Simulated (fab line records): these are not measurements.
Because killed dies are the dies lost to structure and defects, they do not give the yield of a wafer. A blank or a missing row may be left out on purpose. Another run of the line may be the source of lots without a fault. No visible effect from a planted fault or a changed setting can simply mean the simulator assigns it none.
What tool caused it? :: flow nandHarc :: 7 lots with 21 wafers sampled at 2 steps, on a route of 1302 steps

WHAT EACH GAUGE READ, for each wafer
NHARC_A_ONON_D1_THK_MEAS_14: measures by ellipsometry.
lot: L883
measured: day 8 07:17
on: filmMetro-02
thkNm (nm): 1003 1004 1005

lot: L886
measured: day 9 12:28
on: filmMetro-01
thkNm (nm): 995 996 995

lot: L889
measured: day 10 15:37
on: filmMetro-01
thkNm (nm): 1003 1003 1004

lot: L890
measured: day 11 07:07
on: filmMetro-01
thkNm (nm): 986 987 985

lot: L900
measured: day 15 20:36
on: filmMetro-02
thkNm (nm): 1439 1440 1016

lot: L902
measured: day 16 02:14
on: filmMetro-01
thkNm (nm): 1011 1012 1012

lot: L905
measured: day 17 04:27
on: filmMetro-01
thkNm (nm): 999 1000 999

WHAT TOOL EACH LOT RAN ON (gives the tool, then ch and the chambers of the sampled wafers, and finally the start)
lot: L883
NHARC_A_ONON_D1_DEP_12: pecvdOnon-04 ch 0, day 8 06:46

lot: L886
NHARC_A_ONON_D1_DEP_12: pecvdOnon-03 ch 0, day 9 12:00

lot: L889
NHARC_A_ONON_D1_DEP_12: pecvdOnon-04 ch 0, day 10 15:10

lot: L890
NHARC_A_ONON_D1_DEP_12: pecvdOnon-02 ch 0, day 11 06:37

lot: L900
NHARC_A_ONON_D1_DEP_12: pecvdOnon-04 ch 0, day 15 20:05

lot: L902
NHARC_A_ONON_D1_DEP_12: pecvdOnon-03 ch 0, day 16 01:43

lot: L905
NHARC_A_ONON_D1_DEP_12: pecvdOnon-03 ch 0, day 17 03:56
- NHARC_A_ONON_D1_DEP_12: target thk 1000 nm.

THE ANSWER, worked out from the rows above alone
Rule: the lots themselves supply what counts as usual. The widest of any qualifying gaps counts: lots, ordered by their means at a reading, are off when they make up no more than a third of the lots, leave a main group of 4 or more, and stand apart from it by 3 or more times the standard deviation of that group's means. Not used: any main group whose means are identical at the precision the tables above print for the reading. Also off: a lot with no number at a reading for which 4 or more lots have one. Where the step has rows for the other lots, those lots are counted as sound.
Off, at NHARC_A_ONON_D1_THK_MEAS_14 on thkNm: L900. For the main group the mean is 1000 nm and the standard deviation 8.
A tool fits if, at a process step before that reading, it ran every lot that is off, and no sound lot after the first of them. The gauges at NHARC_A_ONON_D1_THK_MEAS_14 are tried like those tools. This does not decide it: 2 tools fit, namely pecvdOnon-04 at NHARC_A_ONON_D1_DEP_12 and filmMetro-02 at NHARC_A_ONON_D1_THK_MEAS_14.

WHAT HAD BEEN PUT IN BY THE SIMULATOR
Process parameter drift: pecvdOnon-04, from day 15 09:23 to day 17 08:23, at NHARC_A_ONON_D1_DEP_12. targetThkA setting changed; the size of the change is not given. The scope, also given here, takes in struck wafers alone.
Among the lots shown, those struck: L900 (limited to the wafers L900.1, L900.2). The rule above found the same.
